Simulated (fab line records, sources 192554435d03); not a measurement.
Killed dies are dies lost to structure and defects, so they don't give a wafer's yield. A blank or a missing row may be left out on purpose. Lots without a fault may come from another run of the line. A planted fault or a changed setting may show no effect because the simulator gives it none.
A struck lot beside a sound one | flow n5_finfet | 15 steps out of a route of 1938
Sound: wafers L647.1, L647.3, L647.5. Struck: wafer L654.1. (L654.3, L654.5 of the same lot were not struck and are left out.) The cause comes at the end.
At each step with rows: each side's tool, then ch and its chambers, then its first start. Under that, the readings that differ: sound wafers | struck wafers | difference of the means | sigmas: that difference in standard deviations of wafers without a fault.
alike: readings whose means differ by less than 2 such deviations, and words and numbers that are the same on both sides. not compared: withheld readings, readings that some wafer has no value for, bounds like >300 that may hide the same value, and numbers for which the record gives no deviation and whose values overlap.
The two part at a step that has a row with sigmas, a row that says differs or no value, or rows on one side only. Numbers that don't overlap but have no deviation are shown without sigmas and don't part them. A reading that every wafer of one side lacks parts them only if that side has two wafers or more.

first, 8 steps without rows for these wafers: N5_HKMG_FIN_COAT_41 (time 60 s, resist thk 300 nm); N5_HKMG_FIN_COAT_42 (time 60 s, resist thk 35 nm); N5_HKMG_FIN_COAT_43 (resist thk 90 nm); N5_HKMG_FIN_EBR_45; N5_HKMG_FIN_SOFTBAKE_44 (time 60 s); N5_HKMG_FIN_EXPOSE_46 (exposes mask NDIPOLE); N5_HKMG_FIN_PEB_47 (peb time 60 s); N5_HKMG_FIN_DEVELOP_48 (develop time 30 s).
N5_HKMG_FIN_CD_MEAS_49: target cd 202 nm.
  sound on cd_sem-02 ch 0, day 4 04:48; struck on cd_sem-01 ch 0, day 6 03:25
  reading    | sound             | struck | difference | sigmas
  cd_nm (nm) | 201.7 201.6 201.6 | 203.3  | +1.7       | +3
N5_HKMG_FIN_OVL_MEAS_50:
  sound on overlay-01 ch 0, day 4 04:50; struck on overlay-01 ch 0, day 6 03:26
  alike: NDIPOLE_OVL
N5_HKMG_FIN_INSPECT_61: inspects for defects (macro).
  sound on defect_inspect-02, day 4 04:51; struck on defect_inspect-02, day 6 03:28
  alike: raw_defect_count
N5_HKMG_FIN_DESCUM_53: chemistry O2, time 7.9 s.
  sound on rie_diel-06 ch 0,1,3, day 4 04:53; struck on rie_diel-01 ch 0, day 6 03:49
  alike: drypump_motor_current_A, oes_product_au, rf_vpp_V, showerhead_plenum_p_Torr, throttle_valve_pct
  not compared: rf_hours_counter_h
N5_HKMG_FIN_ETCH_54: etches SiARC in CF4, target depth 45.5 nm, time 75.8 s.
  sound on rie_diel-06 ch 0,1,3, day 4 04:55; struck on rie_diel-01 ch 0, day 6 03:52
  reading               | sound             | struck | difference | sigmas
  etch_rf_on_time_s (s) | 75.2 74.3 74.8    | 171.6  | +96.8      | +88
  oes_product_au (a.u.) | 0.80 0.76 0.61    | 0.46   | -0.26      | -3
  rf_vpp_V (V)          | 187.2 184.3 184.2 | 251.6  | +66.4      | +51
  alike: drypump_motor_current_A, showerhead_plenum_p_Torr, throttle_valve_pct
  not compared: rf_hours_counter_h
N5_HKMG_FIN_ETCH_55: etches SOC in N2/H2, target depth 240 nm, time 300 s.
  sound on rie_diel-06 ch 0,1,3, day 4 04:59; struck on rie_diel-01 ch 0, day 6 03:55
  alike: drypump_motor_current_A, oes_product_au, rf_vpp_V, showerhead_plenum_p_Torr, throttle_valve_pct
  not compared: rf_hours_counter_h
-- the record jumps here: 4 days lie between the struck wafers' starts before and after (it left off in module HKMG_FIN and takes up again in module BEOL_M4, whose first step shown is number 1111 of the route) --
N5_BEOL_M4_RC_MEAS_101:
  sound on prober-01 ch 0, day 7 23:49; struck on prober-02 ch 0, day 10 02:19
  alike: DIBL_N, DIBL_P, IOFF_N, IOFF_P, ION_N, ION_P, SS_N, SS_P, VT_N, VT_P

WHERE THEY PART
First at N5_HKMG_FIN_CD_MEAS_49; last, within this record, at N5_HKMG_FIN_ETCH_54. Later steps at which nothing parts them and some readings are alike: N5_HKMG_FIN_ETCH_55, N5_BEOL_M4_RC_MEAS_101.

WHY: what the simulator had put in
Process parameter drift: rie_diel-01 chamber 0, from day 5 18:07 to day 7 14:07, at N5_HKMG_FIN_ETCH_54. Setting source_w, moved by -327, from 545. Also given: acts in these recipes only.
